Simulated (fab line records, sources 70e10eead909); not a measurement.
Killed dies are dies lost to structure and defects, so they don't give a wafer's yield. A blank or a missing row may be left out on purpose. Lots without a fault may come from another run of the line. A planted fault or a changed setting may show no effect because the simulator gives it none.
Which tool did it? | flow nand_harc | 6 lots, 18 wafers sampled, at 5 steps of a route of 1159

WHAT THE GAUGES READ, wafer by wafer
NHARC_END_SORT_01.
lot  | measured     | on        | killed_at_array
L710 | day 21 00:33 | prober-01 | 23 27 30
L711 | day 21 21:05 | prober-02 | 18 18 11
L714 | day 22 13:51 | prober-02 | 25 20 32
L719 | day 24 01:24 | prober-01 | 35 674 39
L724 | day 24 09:18 | prober-01 | 16 13 14
L728 | day 25 00:58 | prober-01 | 28 46 39

WHICH TOOL RAN EACH LOT (tool, then ch and the chambers of the sampled wafers, then the start)
lot  | NHARC_A_CONTACT_CVD_19                   | NHARC_A_BLC_ETCH_17                | NHARC_A_BLC_ETCH_18                           | NHARC_A_BLC_STRIP_29
L710 | cvd_w-01 ch 0,1, day 18 21:27 or earlier | rie_diel-04 ch 1,2, day 18 21:27   | rie_diel-04 ch 0,2, day 18 22:29 or earlier   | rie_diel-08 ch 0,1,2, day 18 22:29
L711 | cvd_w-01 ch 0,1, day 19 22:30 or earlier | rie_diel-04 ch 2,3, day 19 22:30   | rie_diel-04 ch 0,3, day 19 23:23 or earlier   | rie_diel-08 ch 0,2,3, day 19 23:23
L714 | cvd_w-02 ch 0,1, day 20 08:28 or earlier | rie_diel-08 ch 0,2, day 20 08:28   | rie_diel-08 ch 0,2,3, day 20 09:08            | rie_diel-04 ch 0,1,3, day 20 09:33
L719 | cvd_w-02 ch 0,1, day 21 16:52 or earlier | rie_diel-04 ch 0,2,3, day 21 16:52 | rie_diel-04 ch 0,3, day 21 17:44 or earlier   | rie_diel-04 ch 0,1, day 21 17:44
L724 | cvd_w-01 ch 0,1, day 22 02:35 or earlier | rie_diel-08 ch 0,2,3, day 22 02:35 | rie_diel-08 ch 1,2,3, day 22 03:26 or earlier | rie_diel-08 ch 1,2,3, day 22 03:26
L728 | cvd_w-01 ch 0,1, day 23 01:14 or earlier | rie_diel-08 ch 1,2,3, day 23 01:14 | rie_diel-08 ch 0,1,3, day 23 02:07 or earlier | rie_diel-04 ch 0,2,3, day 23 02:07
- NHARC_A_CONTACT_CVD_19: deposits W, target thk 300 nm, time 802 s.
- NHARC_A_BLC_ETCH_17: etches the open film in N2/H2, target depth 390 nm, time 609.38 s.
- NHARC_A_BLC_ETCH_18: etches the open film in C4F8/O2/Ar, target depth 910 nm.
- NHARC_A_BLC_STRIP_29: strips in CF4.

THE ANSWER, worked out from the rows above alone
Rule: what is usual is taken from the lots themselves. Put in order of their means at a reading, lots are off if they are a third of the lots or fewer, leave a main group of 4 or more, and stand apart from it by a gap of 3 or more times the standard deviation of the main group's means; of several such gaps the widest counts. A main group whose means are all the same, to the digits that the tables above print for the reading, isn't used. A lot without any number at a reading at which 4 lots or more have one is off too. The other lots that the step has rows for count as sound.
Off: L719, at NHARC_END_SORT_01 (killed_at_array). The main group: mean 24, standard deviation 8.5.
A tool fits if, at a process step before that reading, it ran every lot that is off, and no sound lot after the first of them. The gauges at NHARC_END_SORT_01 are tried like those tools. NHARC_A_CONTACT_CVD_19 gives no start for some lots, so the hours and the order of its lots are those of NHARC_A_BLC_ETCH_17. NHARC_A_BLC_ETCH_18 gives no start for some lots, so the hours and the order of its lots are those of NHARC_A_BLC_STRIP_29. Can't be told from this: 2 tools fit, cvd_w-02 at NHARC_A_CONTACT_CVD_19, rie_diel-04 at NHARC_A_BLC_ETCH_17 and NHARC_A_BLC_ETCH_18.

WHAT THE SIMULATOR HAD PUT IN
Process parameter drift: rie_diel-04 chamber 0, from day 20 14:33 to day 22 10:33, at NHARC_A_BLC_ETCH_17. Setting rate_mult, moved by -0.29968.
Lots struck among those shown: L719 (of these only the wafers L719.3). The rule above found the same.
